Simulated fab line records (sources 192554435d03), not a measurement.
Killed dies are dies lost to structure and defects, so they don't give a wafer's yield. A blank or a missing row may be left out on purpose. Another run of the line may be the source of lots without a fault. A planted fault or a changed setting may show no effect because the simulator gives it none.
fab line records ; flow n5-finfet
record: lots: 7; wafers: 39
route steps=1938 shown GATE_CUT@500
start-h: the number of hours between the record's first day and the start of the first shown wafer of the lot ; wait-h: time in hours since the lot's previous step ; " unchanged from the row above ; L1.1+2: a single row standing in for several wafers ; - no value, or no start given ; * or withheld: withheld ; < > ~ a bound
route shown NAME@n: NAME is a module with steps in the file, n the number in the route of the first one ; usual: mean/standard deviation taken from wafers without a fault ; same: alike in all rows ; chamber/n: place in a boat ; sites: each site's reading ; _std_site: the values' standard deviation ; _edge_site: inner sites' mean taken away from outer sites' mean ; radius-mm: for every site, how far away it sits from the centre of the wafer ; mask NAME#n: copy n ; behind: the last tool/chamber to shape the wafer ; hold: what put the lot on hold/how long, in hours/how the hold closed ; device: whichever transistor did not switch (one of n, p or np) ; end of line: the same wafers' tests at the end of the route ; where a step has no rows: the recipe by itself ; killed: the dies lost at the first sort to structure and to defects; this is not the yield of the wafer ; map: dies across one wafer; x = killed, . = not, _ = none there
set.NAME: the setting that was run; set.NAME@STEP: the one run at that earlier step ; model.NAME: the simulator's own value behind a step, which no gauge read
lots run with intentionally changed settings; tables by step, rows by wafer
== steps ==
step: N5_GATE_CUT_CUT_ETCH_53
recipe: chemistry: SF6/Cl2; target: W; mask-material: SiO2; target-depth-a: 792; pressure-mtorr: 8; icp-w: 900; bias-w: 80; SF6_flow_sccm: 40; Cl2_flow_sccm: 60; ends: cleared
usual: etch-rf-on-time-s: 26.0/0.47
lot.wafer;tool;chamber;start-h;wait-h;set.icp-w;etch-rf-on-time-s
L078.1;rie-metal-01;1;116.76;0.1;900;25.6
L078.2;rie-metal-01;0;116.76;0.1;845.2;28.3
L078.3;rie-metal-01;0;116.76;0.1;900;26.6
L078.4;rie-metal-01;1;116.76;0.1;900;25.6
L078.5;rie-metal-01;1;116.76;0.1;845.2;27.2
L078.6;rie-metal-01;0;116.76;0.1;845.2;28.3
L080.1;rie-metal-02;0;123.63;0.1;900;26.0
L080.2;rie-metal-02;0;123.63;0.1;900;25.8
L080.3;rie-metal-02;0;123.63;0.1;741.3;30.3
L080.4;rie-metal-02;0;123.63;0.1;741.3;30.4
L080.5;rie-metal-02;0;123.63;0.1;741.3;30.5
L080.6;rie-metal-02;0;123.63;0.1;900;25.8
L081.1;rie-metal-03;1;128.49;0.1;727.9;32.0
L081.2;rie-metal-03;0;128.49;0.1;900;25.3
L081.3;rie-metal-03;0;128.49;0.1;900;25.4
L081.4;rie-metal-03;1;128.49;0.1;727.9;31.9
L081.5;rie-metal-03;0;128.49;0.1;900;25.3
L081.6;rie-metal-03;1;128.49;0.1;727.9;31.7
L086.1;rie-metal-01;1;157.79;0.1;900;25.7
L086.3;rie-metal-01;1;157.79;0.1;900;25.7
L086.6;rie-metal-01;1;157.79;0.1;900;25.8
L089.1;rie-metal-02;1;177.17;0.1;785;29.2
L089.2;rie-metal-02;0;177.17;0.1;900;26.0
L089.3;rie-metal-02;0;177.17;0.1;900;25.8
L089.4;rie-metal-02;1;177.17;0.1;900;25.9
L089.5;rie-metal-02;1;177.17;0.1;785;28.9
L089.6;rie-metal-02;0;177.17;0.1;785;29.0
L091.1;rie-metal-02;0;190.25;0.1;900;25.6
L091.2;rie-metal-02;1;190.25;0.1;900;25.7
L091.3;rie-metal-02;0;190.25;0.1;751.4;30.1
L091.4;rie-metal-02;1;190.25;0.1;751.4;30.2
L091.5;rie-metal-02;0;190.25;0.1;900;25.6
L091.6;rie-metal-02;1;190.25;0.1;751.4;30.5
L095.1;rie-metal-03;1;210.85;0.1;843.8;28.2
L095.2;rie-metal-03;0;210.85;0.1;843.8;27.1
L095.3;rie-metal-03;0;210.85;0.1;900;25.7
L095.4;rie-metal-03;1;210.85;0.1;843.8;28.0
L095.5;rie-metal-03;1;210.85;0.1;900;26.6
L095.6;rie-metal-03;0;210.85;0.1;900;25.8
== key ==
split: step: N5_GATE_CUT_CUT_ETCH_53; setting: icp-w; stated: 900; by: wafer
response: step: N5_GATE_CUT_CUT_ETCH_53; reading: etch-rf-on-time-s; change: *; per: 1%; r: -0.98
